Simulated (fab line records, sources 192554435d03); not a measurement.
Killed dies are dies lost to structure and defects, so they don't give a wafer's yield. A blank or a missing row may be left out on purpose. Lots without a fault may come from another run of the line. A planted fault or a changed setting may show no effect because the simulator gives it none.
A struck lot beside a sound one | flow n5_finfet | 41 steps out of a route of 1938
Sound: wafers L623.2, L623.3, L623.4. Struck: wafers L632.2, L632.5, L632.6. The cause comes at the end.
At each step with rows: each side's tool, then ch and its chambers, then its first start. Under that, the readings that differ: sound wafers | struck wafers | difference of the means | sigmas: that difference in standard deviations of wafers without a fault.
alike: readings whose means differ by less than 2 such deviations, and words and numbers that are the same on both sides. not compared: withheld readings, readings that some wafer has no value for, bounds like >300 that may hide the same value, and numbers for which the record gives no deviation and whose values overlap.
The two part at a step that has a row with sigmas, a row that says differs or no value, or rows on one side only. Numbers that don't overlap but have no deviation are shown without sigmas and don't part them. A reading that every wafer of one side lacks parts them only if that side has two wafers or more.

first, 10 steps without rows for these wafers: N5_PMOS_HMC_CHANNEL_EPI_PRECLEAN_37 (cleans in O3/DIW, time 45 s); N5_PMOS_HMC_CHANNEL_EPI_PRECLEAN_24 (cleans in DHF, time 30 s); N5_PMOS_HMC_CHANNEL_EPI_SRD_25 (time 30 s); N5_PMOS_HMC_CHANNEL_EPI_EPI_26 (deposits Si from SiH4/H2, target thk 3.8 nm, time 22.7 s); N5_FIN_SAQP_PRECLEAN_42 (cleans in O3/DIW, time 60 s); N5_FIN_SAQP_PRECLEAN_00 (cleans in SC1, time 60 s); N5_FIN_SAQP_PRECLEAN_44 (cleans in SC2, time 45 s); N5_FIN_SAQP_SRD_01 (time 30 s); N5_FIN_SAQP_ALD_61 (deposits SiO2, target thk 4 nm, pulse time 1 s, purge time 2 s); N5_FIN_SAQP_DENSIFY_62 (time 60 s).
N5_FIN_SAQP_HM_DEP_03: deposits SiNx from SiH4/NH3/N2, target thk 38 nm, time 33.6 s.
  sound on pecvd-03 ch 0,1,2, day 2 15:35; struck on pecvd-03 ch 0,1,2, day 4 21:29
  no value came back on the struck wafers for any of 6 readings (chamber_pressure_Torr (Torr), heater_power_outer_w (W) and others); on the sound wafers chamber_pressure_Torr (Torr) reads 1.500 1.505 1.499
N5_FIN_SAQP_THK_MEAS_05:
  sound on film_metro-02, day 2 15:40; struck on film_metro-01, day 4 21:34
  reading     | sound          | struck      | difference | sigmas
  thk_nm (nm) | 37.9 37.4 38.2 | 4.0 4.1 4.0 | -33.8      | -72
then, 24 steps without rows for these wafers: N5_FIN_SAQP_PECVD_47 (deposits a-Si from SiH4/He, target thk 45 nm, time 36.3 s); N5_FIN_SAQP_PECVD_48 (deposits SiNx from SiH4/NH3/N2, target thk 25 nm, time 22.1 s); N5_FIN_SAQP_PECVD_06 (deposits a-Si from SiH4/He, target thk 60 nm, time 48.1 s); N5_FIN_SAQP_HM_DEP_72 (deposits SiO2 from SiH4/N2O, target thk 12 nm, time 7.2 s); N5_FIN_SAQP_COAT_49 (time 60 s, resist thk 100 nm); N5_FIN_SAQP_COAT_50 (time 60 s, resist thk 35 nm); N5_FIN_SAQP_COAT_10 (resist thk 90 nm); N5_FIN_SAQP_EBR_12; N5_FIN_SAQP_SOFTBAKE_11 (time 60 s); N5_FIN_SAQP_EXPOSE_13 (exposes mask FIN CORE, target cd 35.6 nm); N5_FIN_SAQP_PEB_14 (peb time 60 s); N5_FIN_SAQP_DEVELOP_15 (develop time 30 s); N5_FIN_SAQP_DESCUM_21 (chemistry O2, time 7.9 s); N5_FIN_SAQP_ETCH_51 (etches SiARC in CF4, target depth 45.5 nm, time 75.8 s); N5_FIN_SAQP_ETCH_52 (etches SOC in N2/H2, target depth 100 nm, overetch 20 nm, time 150 s); N5_FIN_SAQP_STRIP_53 (strips in N2/H2); N5_FIN_SAQP_HM_OPEN_73 (chemistry CHF3/O2, target SiO2, stops on a-Si, target depth 12 nm, time 16.8 s); N5_FIN_SAQP_STRIP_74 (strips in CHF3/O2); N5_FIN_SAQP_MANDREL_ETCH_22 (etches a-Si in HBr/Cl2, stops on SiNx, target depth 60 nm, bt time 10 s, time 30 s); N5_FIN_SAQP_STRIP_55 (strips in N2/H2); N5_FIN_SAQP_STRIP_23 (strips in SPM, time 750 s); N5_FIN_SAQP_SRD_66 (time 30 s); N5_FIN_SAQP_RECESS_75 (chemistry HF/NH3, target SiO2, target depth 14.4 nm, afs cycles 3, sublimation time 60 s); N5_FIN_SAQP_SPACER1_ALD_24 (deposits SiO2, target thk 20.3 nm, pulse time 1 s, purge time 2 s).
N5_FIN_SAQP_CD_MEAS_31: target cd 8 nm.
  sound on cd_sem-01 ch 0, day 3 03:24; struck on cd_sem-01 ch 0, day 5 03:55
  reading    | sound          | struck | difference                    | sigmas
  cd_nm (nm) | 7.90 7.93 7.84 | - - -  | no value on the struck wafers |
N5_FIN_SAQP_HM_OPEN_33: chemistry CH3F/O2, target SiNx, target depth 49.4 nm, time 70.6 s.
  sound on rie_diel-03 ch 1,2,3, day 3 03:28; struck on rie_diel-01 ch 0,1, day 5 03:58
  reading                   | sound             | struck         | difference | sigmas
  etch_rf_on_time_s (s)     | 68.3 68.7 71.1    | 6.0 6.0 6.0    | -63.4      | -45
  oes_product_au (a.u.)     | 0.73 0.64 0.59    | 0.36 0.32 0.37 | -0.30      | -5
  model.etch.depth_nm (nm)  | 37.21 36.79 37.61 | 0 0 0          | -37        |
  model.FIN_SAQP.cd_nm (nm) | 8 8 8             | 8.8 8.6 8.8    | +0.7       |
  alike: chamber_pressure_mTorr, drypump_motor_current_A, rf_vpp_V, showerhead_plenum_p_Torr, throttle_valve_pct
  not compared: rf_hours_counter_h
N5_FIN_SAQP_ETCH_34: etches SiO2 in C4F6/O2, target depth 45 nm, time 15 s.
  sound on rie_diel-03 ch 1,2,3, day 3 03:32; struck on rie_diel-01 ch 0,1, day 5 04:02
  reading                                   | sound             | struck         | difference | sigmas
  oes_product_au (a.u.)                     | 0.75 0.63 0.59    | 1.29 1.14 1.31 | +0.59      | +9
  model.SiO2_of_FIN_SAQP_ALD_61.thk_nm (nm) | 4.005 4.003 4.002 | 0 0 0          | -4         |
  model.FIN_SAQP.cd_nm (nm)                 | 8.2 8.2 8         | 8.6 8.6 8.8    | +0.5       |
  alike: chamber_pressure_mTorr, drypump_motor_current_A, etch_rf_on_time_s, rf_vpp_V, showerhead_plenum_p_Torr, throttle_valve_pct
  not compared: rf_hours_counter_h
N5_BEOL_M4_RC_MEAS_101:
  the record has rows for the sound wafers here (prober-01 ch 0, day 9 23:47) and none for the struck ones
-- the record jumps here: 11 days lie between the struck wafers' starts before and after (it left off in module BEOL_M4 and takes up again in module PASSIVATION, whose first step shown is number 1936 of the route) --
N5_PASSIVATION_PROBE_49:
  the record has rows for the struck wafers here (prober-02, day 16 11:49) and none for the sound ones

WHERE THEY PART
First at N5_FIN_SAQP_HM_DEP_03; last, within this record, at N5_PASSIVATION_PROBE_49.

WHY: what the simulator had put in
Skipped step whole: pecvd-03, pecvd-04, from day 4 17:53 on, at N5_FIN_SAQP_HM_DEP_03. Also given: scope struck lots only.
